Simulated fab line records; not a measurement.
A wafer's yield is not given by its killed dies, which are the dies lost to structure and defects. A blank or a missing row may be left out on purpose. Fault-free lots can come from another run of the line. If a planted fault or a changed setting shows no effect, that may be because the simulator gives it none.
fab line records + flow nand-harc
record
- lots=6
- wafers=16
- last-day=23
route steps=1159 shown A_SOURCE_PLATE@416 A_ONON_D1@424 END@1159
lots with no fault: from the same line, run without faults
start-h: hours from the record's first day to the start of the lot's first wafer shown + wait-h: hours from the lot's prior step to this one + " same as the row above + L1.1+2: a row that stands for several wafers + - no value, or no start was given + * or withheld: withheld + < > ~ a bound
route shown NAME@n: a module of which the file shows steps, and the number in the route of the first + usual: average and standard deviation across the fault-free wafers + same: alike in all rows + chamber/n: place in a boat + sites: readings site by site + _std_site: standard deviation of those values + _edge_site: inner sites' mean taken away from outer sites' mean + radius-mm: for every site, how far away it sits from the centre of the wafer + mask NAME#n: copy n + behind: the tool/chamber that last shaped the wafer + hold: why the lot was held/for how many hours/how that ended + device: the transistor (n, p or np) that didn't switch + end of line: the tests these same wafers got at the end of their route + for a step that has no rows: nothing shown but its recipe + killed: dies that structure and defects cost at the first sort, which is not the same as the wafer's yield + map: shows each die of a wafer: x if killed, . if not, _ if none is there
set.NAME: the setting as run; set.NAME@STEP: as run at that earlier step + model.NAME: the simulator's own value behind a step, which no gauge read
lots at some steps of the route; a table a step, a row a wafer
services: the hour from which a tool's chamber was out of use, counted from the record's first day as start-h (under 0 if before that day), plus the number of hours and why
## steps
# step NHARC_A_SOURCE_PLATE_THK_MEAS_09
# recipe
- thk-meas-gauge=ellipsometry
# usual
- thk-nm=9.9/1
| lot.wafer | tool          | chamber | start-h | wait-h | thk-nm |
|-----------|---------------|---------|---------|--------|--------|
| L668.1    | film-metro-01 | -       | 158.70  | 0.4    | 11.0   |
| L668.3    | "             | -       | "       | "      | 10.1   |
| L668.5    | "             | -       | "       | "      | 9.5    |
| L669.1    | film-metro-01 | -       | 164.18  | 0.4    | 10.5   |
| L669.5    | "             | -       | "       | "      | 9.8    |
| L669.6    | "             | -       | "       | "      | 11.0   |
| L674.3    | film-metro-02 | -       | 203.96  | 0.4    | 10.1   |
| L674.5    | "             | -       | "       | "      | 12.1   |
| L678.3    | film-metro-01 | -       | 221.22  | 0.4    | 8.9    |
| L678.6    | "             | -       | "       | "      | 12.2   |
| L681.1    | film-metro-01 | -       | 249.04  | 0.4    | 9.2    |
| L681.2    | "             | -       | "       | "      | 9.5    |
| L681.5    | "             | -       | "       | "      | 8.8    |
| L686.1    | film-metro-02 | -       | 266.91  | 0.4    | 10.1   |
| L686.4    | "             | -       | "       | "      | 10.5   |
| L686.5    | "             | -       | "       | "      | 11.0   |
# step NHARC_A_SOURCE_PLATE_PVD_04
# recipe
- target-thk-a=500
- material=WSi2
# step NHARC_A_SOURCE_PLATE_CVD_03
# recipe
- target-thk-a=2000
- temp-c=620
- pressure-mtorr=200
- time-s=4000
- material=poly-Si
# step NHARC_A_SOURCE_PLATE_ANNEAL_05
# recipe
- temp-c=850
- time-s=1800
# step NHARC_A_SOURCE_PLATE_THK_MEAS_06
# recipe
- thk-meas-gauge=ellipsometry
# usual
- thk-nm=200.1/2.2
| lot.wafer | tool          | chamber | start-h | wait-h | thk-nm |
|-----------|---------------|---------|---------|--------|--------|
| L668.1    | film-metro-01 | -       | 172.36  | 0.4    | 205.1  |
| L668.3    | "             | -       | "       | "      | 205.4  |
| L668.5    | "             | -       | "       | "      | 203.7  |
| L669.1    | film-metro-02 | -       | 177.29  | 0.4    | 200.7  |
| L669.5    | "             | -       | "       | "      | 201.4  |
| L669.6    | "             | -       | "       | "      | 201.7  |
| L674.3    | film-metro-01 | -       | 217.25  | 0.4    | 200.0  |
| L674.5    | "             | -       | "       | "      | 200.8  |
| L678.3    | film-metro-02 | -       | 234.83  | 0.4    | 195.7  |
| L678.6    | "             | -       | "       | "      | 195.9  |
| L681.1    | film-metro-02 | -       | 263.60  | 0.4    | 196.8  |
| L681.2    | "             | -       | "       | "      | 199.3  |
| L681.5    | "             | -       | "       | "      | 198.0  |
| L686.1    | film-metro-01 | -       | 280.07  | 0.4    | 200.5  |
| L686.4    | "             | -       | "       | "      | 199.5  |
| L686.5    | "             | -       | "       | "      | 200.2  |
# step NHARC_A_SOURCE_PLATE_INSPECT_08
# usual
- raw-defect-count=59/28
| lot.wafer | tool              | chamber | start-h | wait-h | raw-defect-count |
|-----------|-------------------|---------|---------|--------|------------------|
| L668.1    | defect-inspect-02 | -       | 172.45  | 0.0    | 81               |
| L668.3    | "                 | -       | "       | "      | 45               |
| L668.5    | "                 | -       | "       | "      | 55               |
| L669.1    | defect-inspect-02 | -       | 177.38  | 0.0    | 56               |
| L669.5    | "                 | -       | "       | "      | 38               |
| L669.6    | "                 | -       | "       | "      | 69               |
| L674.3    | defect-inspect-02 | -       | 217.33  | 0.0    | 120              |
| L674.5    | "                 | -       | "       | "      | 156              |
| L678.3    | defect-inspect-02 | -       | 234.89  | 0.0    | 50               |
| L678.6    | "                 | -       | "       | "      | 35               |
| L681.1    | defect-inspect-01 | -       | 263.68  | 0.1    | 34               |
| L681.2    | "                 | -       | "       | "      | 42               |
| L681.5    | "                 | -       | "       | "      | 48               |
| L686.1    | defect-inspect-01 | -       | 280.15  | 0.0    | 108              |
| L686.4    | "                 | -       | "       | "      | 155              |
| L686.5    | "                 | -       | "       | "      | 43               |
# step NHARC_A_ONON_D1_DEP_00
# recipe
- target-thk-a=10000
- n2-flow-sccm=2750
- n2o-flow-sccm=2000
- nh3-flow-sccm=500
- sih4-flow-sccm=210
- temp-c=400
# step NHARC_A_ONON_D1_THK_MEAS_02
# recipe
- thk-meas-gauge=ellipsometry
# usual
- thk-nm=1002/9.8
| lot.wafer | tool          | chamber | start-h | wait-h | thk-nm |
|-----------|---------------|---------|---------|--------|--------|
| L668.1    | film-metro-02 | -       | 173.03  | -      | 987    |
| L668.3    | "             | -       | "       | "      | 984    |
| L668.5    | "             | -       | "       | "      | 985    |
| L669.1    | film-metro-02 | -       | 177.96  | -      | 1003   |
| L669.5    | "             | -       | "       | "      | 1004   |
| L669.6    | "             | -       | "       | "      | 1003   |
| L674.3    | film-metro-02 | -       | 217.91  | -      | 1013   |
| L674.5    | "             | -       | "       | "      | 1011   |
| L678.3    | film-metro-01 | -       | 235.46  | -      | 1024   |
| L678.6    | "             | -       | "       | "      | 1023   |
| L681.1    | film-metro-01 | -       | 264.26  | -      | 1020   |
| L681.2    | "             | -       | "       | "      | 1016   |
| L681.5    | "             | -       | "       | "      | 1017   |
| L686.1    | film-metro-02 | -       | 280.73  | -      | 1018   |
| L686.4    | "             | -       | "       | "      | 1018   |
| L686.5    | "             | -       | "       | "      | 1017   |
# step NHARC_A_ONON_D1_DEP_03
# recipe
- target-thk-a=10000
- n2-flow-sccm=2750
- n2o-flow-sccm=2000
- nh3-flow-sccm=500
- sih4-flow-sccm=210
- temp-c=400
# step NHARC_A_ONON_D1_THK_MEAS_05
# recipe
- thk-meas-gauge=ellipsometry
# usual
- thk-nm=1001/9.4
| lot.wafer | tool          | chamber | start-h | wait-h | thk-nm |
|-----------|---------------|---------|---------|--------|--------|
| L668.1    | film-metro-02 | -       | 173.60  | -      | 988    |
| L668.3    | "             | -       | "       | "      | 989    |
| L668.5    | "             | -       | "       | "      | 987    |
| L669.1    | film-metro-01 | -       | 178.52  | -      | 1003   |
| L669.5    | "             | -       | "       | "      | 1003   |
| L669.6    | "             | -       | "       | "      | 1002   |
| L674.3    | film-metro-02 | -       | 218.48  | -      | 1016   |
| L674.5    | "             | -       | "       | "      | 1016   |
| L678.3    | film-metro-02 | -       | 236.02  | -      | 1015   |
| L678.6    | "             | -       | "       | "      | 1017   |
| L681.1    | film-metro-02 | -       | 264.83  | -      | 1020   |
| L681.2    | "             | -       | "       | "      | 1018   |
| L681.5    | "             | -       | "       | "      | 1018   |
| L686.1    | film-metro-02 | -       | 281.31  | -      | 1003   |
| L686.4    | "             | -       | "       | "      | 1002   |
| L686.5    | "             | -       | "       | "      | 1003   |
# step NHARC_A_ONON_D1_DEP_06
# recipe
- target-thk-a=10000
- n2-flow-sccm=2750
- n2o-flow-sccm=2000
- nh3-flow-sccm=500
- sih4-flow-sccm=210
- temp-c=400
# usual
- n2-flow-sccm=2750/8.4
- sih4-flow-sccm=210.2/0.6
| lot.wafer | tool          | chamber | start-h | wait-h | n2-flow-sccm | sih4-flow-sccm |
|-----------|---------------|---------|---------|--------|--------------|----------------|
| L668.1    | pecvd-onon-03 | 0       | 173.66  | 0.1    | 2740         | 211.0          |
| L668.3    | "             | 0       | "       | "      | 2745         | 210.1          |
| L668.5    | "             | 0       | "       | "      | 2739         | 209.1          |
| L669.1    | pecvd-onon-02 | 0       | 178.57  | 0.1    | 2767         | 209.9          |
| L669.5    | "             | 0       | "       | "      | 2759         | 209.7          |
| L669.6    | "             | 0       | "       | "      | 2763         | 209.7          |
| L674.3    | pecvd-onon-02 | 0       | 218.65  | 0.2    | 2745         | 208.8          |
| L674.5    | "             | 0       | "       | "      | 2735         | 209.6          |
| L678.3    | pecvd-onon-02 | 0       | 236.19  | 0.2    | 2753         | 209.5          |
| L678.6    | "             | 0       | "       | "      | 2760         | 211.1          |
| L681.1    | pecvd-onon-04 | 0       | 264.88  | 0.1    | 2743         | 209.4          |
| L681.2    | "             | 0       | "       | "      | 2749         | 209.0          |
| L681.5    | "             | 0       | "       | "      | 2744         | 209.3          |
| L686.1    | pecvd-onon-04 | 0       | 281.36  | 0.1    | 2758         | 209.8          |
| L686.4    | "             | 0       | "       | "      | 2753         | 210.2          |
| L686.5    | "             | 0       | "       | "      | 2754         | 209.7          |
# step NHARC_A_ONON_D1_THK_MEAS_08
# recipe
- thk-meas-gauge=ellipsometry
# usual
- thk-nm=999/13
| lot.wafer | tool          | chamber | start-h | wait-h | thk-nm |
|-----------|---------------|---------|---------|--------|--------|
| L668.1    | film-metro-02 | -       | 174.16  | -      | 1011   |
| L668.3    | "             | -       | "       | "      | 1013   |
| L668.5    | "             | -       | "       | "      | 1012   |
| L669.1    | film-metro-02 | -       | 179.08  | -      | 995    |
| L669.5    | "             | -       | "       | "      | 994    |
| L669.6    | "             | -       | "       | "      | 993    |
| L674.3    | film-metro-02 | -       | 219.04  | -      | 1356   |
| L674.5    | "             | -       | "       | "      | 996    |
| L678.3    | film-metro-01 | -       | 236.58  | -      | 1376   |
| L678.6    | "             | -       | "       | "      | 1375   |
| L681.1    | film-metro-02 | -       | 265.42  | -      | 994    |
| L681.2    | "             | -       | "       | "      | 994    |
| L681.5    | "             | -       | "       | "      | 994    |
| L686.1    | film-metro-02 | -       | 281.87  | -      | 995    |
| L686.4    | "             | -       | "       | "      | 995    |
| L686.5    | "             | -       | "       | "      | 993    |
# step NHARC_A_ONON_D1_DEP_09
# recipe
- target-thk-a=10000
- n2-flow-sccm=2750
- n2o-flow-sccm=2000
- nh3-flow-sccm=500
- sih4-flow-sccm=210
- temp-c=400
# step NHARC_END_SORT_01
# recipe
- temp-c=25
# usual
- killed-at-array=28/10
- killed-at-other=0.6/0.85
- killed-at-periphery=3.3/2.3
- killed-dies=32/11
- killed-open=3.3/1.5
- killed-short=2.1/1.4
# same
- gross-dies=677
| lot.wafer | tool      | chamber | start-h | wait-h | killed-at-array | killed-at-other | killed-at-periphery | killed-dies | killed-open | killed-short |
|-----------|-----------|---------|---------|--------|-----------------|-----------------|---------------------|-------------|-------------|--------------|
| L668.1    | prober-01 | 0       | 466.27  | 2.5    | 20              | 1               | 8                   | 29          | 4           | 2            |
| L668.3    | prober-01 | 0       | 467.88  | 3.1    | 19              | 0               | 3                   | 22          | 4           | 3            |
| L668.5    | prober-01 | 0       | 469.49  | 3.7    | 21              | 0               | 0                   | 21          | 2           | 0            |
| L681.1    | prober-02 | 0       | 545.40  | 2.5    | 39              | 3               | 6                   | 48          | 2           | 2            |
| L681.2    | prober-02 | 0       | 546.22  | 2.8    | 37              | 1               | 4                   | 42          | 3           | 1            |
| L681.5    | prober-02 | 0       | 548.65  | 3.7    | 46              | 0               | 3                   | 49          | 4           | 1            |
| L686.1    | prober-01 | 0       | 545.45  | 2.5    | 29              | 0               | 2                   | 31          | 1           | 2            |
| L686.4    | prober-01 | 0       | 547.84  | 3.4    | 32              | 2               | 7                   | 41          | 7           | 1            |
| L686.5    | prober-01 | 0       | 548.64  | 3.7    | 25              | 2               | 1                   | 28          | 3           | 1            |
# killed by level:class
L668.1 A_CHANNEL_HOLE_D1:chamber-film-flake=13 A_STAIRCASE:chamber-film-flake=4 P_CONTACT:geometric-particle:open=3 P_GATE:chamber-film-flake=2 A_CONTACT:chamber-film-flake=2 P_STI:geometric-particle:short=1 P_CONTACT:geometric-particle:short=1 P_M0:geometric-particle:open=1
L668.3 A_CHANNEL_HOLE_D1:chamber-film-flake=12 A_BLC:geometric-particle:open=2 A_STAIRCASE:chamber-film-flake=2 P_GATE:geometric-particle:open=1 P_CONTACT:geometric-particle:short=1 A_CHANNEL_FILL_D1:geometric-particle:short=1 A_M0:geometric-particle:open=1 A_M1:geometric-particle:short=1
L668.5 A_CHANNEL_HOLE_D1:chamber-film-flake=12 A_STAIRCASE:chamber-film-flake=5 A_SLIT:chamber-film-flake=2 A_ONON_D1:geometric-particle:open=1 A_BLC:geometric-particle:open=1
L681.1 A_CHANNEL_HOLE_D1:chamber-film-flake=21 A_SLIT:chamber-film-flake=12 P_ZERO_WELL:chamber-film-flake=3 A_CONTACT:chamber-film-flake=3 P_GATE:chamber-film-flake=2 THIN_TSV:chamber-film-flake=2 A_ONON_D1:geometric-particle:open=1 A_M0:geometric-particle:short=1
L686.1 A_CHANNEL_HOLE_D1:chamber-film-flake=21 A_CHANNEL_FILL_D1:chamber-film-flake=2 A_STAIRCASE:chamber-film-flake=2 P_GATE:geometric-particle:short=1 A_ONON_D1:geometric-particle:open=1 A_M1:geometric-particle:short=1 P_STI:chamber-film-flake=1 A_ZERO_WELL:chamber-film-flake=1
L681.2 A_CHANNEL_HOLE_D1:chamber-film-flake=17 A_SLIT:chamber-film-flake=15 P_M0:geometric-particle:open=2 A_ZERO_WELL:chamber-film-flake=2 A_CONTACT:chamber-film-flake=2 P_M0:geometric-particle:short=1 A_BLC:geometric-particle:open=1 P_STI:chamber-film-flake=1
L686.4 A_CHANNEL_HOLE_D1:chamber-film-flake=25 P_M0:geometric-particle:open=3 P_ZERO_WELL:chamber-film-flake=2 A_WL_FILL:geometric-particle:open=1 A_CONTACT:geometric-particle:short=1 A_M0:geometric-particle:open=1 A_M1:geometric-particle:open=1 P_GATE:chamber-film-flake=1
L686.5 A_CHANNEL_HOLE_D1:chamber-film-flake=14 A_CONTACT:chamber-film-flake=4 A_STAIRCASE:chamber-film-flake=3 THIN_TSV:chamber-film-flake=2 P_M0:geometric-particle:open=1 A_SGD_CUT:geometric-particle:open=1 A_WL_FILL:geometric-particle:short=1 A_M0:geometric-particle:open=1
L681.5 A_CHANNEL_HOLE_D1:chamber-film-flake=20 A_SLIT:chamber-film-flake=17 A_CONTACT:chamber-film-flake=3 P_CONTACT:geometric-particle:open=1 A_ONON_D1:geometric-particle:open=1 A_CONTACT:geometric-particle:short=1 A_BLC:geometric-particle:open=1 A_M0:geometric-particle:open=1
## services
| tool          | chamber | start-h | hours | kind |
|---------------|---------|---------|-------|------|
| pecvd-onon-03 | -       | 153.00  | 13.0  | pm   |
| pecvd-onon-04 | -       | 237.04  | 13.0  | pm   |
## key
first-sign
- step=NHARC_A_ONON_D1_THK_MEAS_08
- reading=thk-nm
- direction=up
- sigmas=28
- usual=999
- struck=1369
effect none on later readings
met-at NHARC_A_ONON_D1_DEP_06
struck-wafers L674.3,L678.3,L678.6
sort-left-out L678.3,L678.6
tester-left-out L674,L678
onset-between 178.57 218.65
fault
- kind=process-parameter-drift
- tool=pecvd-onon-02
- chamber=-
- onset-h=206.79
- steps=NHARC_A_ONON_D1_DEP_06
- channel=target-thk-a
- offset=*
- shape=step
- end-h=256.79
- scope=struck-wafers-only
- acts-in=*
- stated=*
# tester-left-out: of these lots the tester's yield and bins aren't shown, on N5 and GAA mostly nor the transistor test; their killed dies are dies lost to structure and defects alone, not to doping, threshold or leakage, so they don't give the yield
# sort-left-out: the simulated sort isn't trusted on such a fault, so these wafers' sort isn't shown, and their yield isn't known
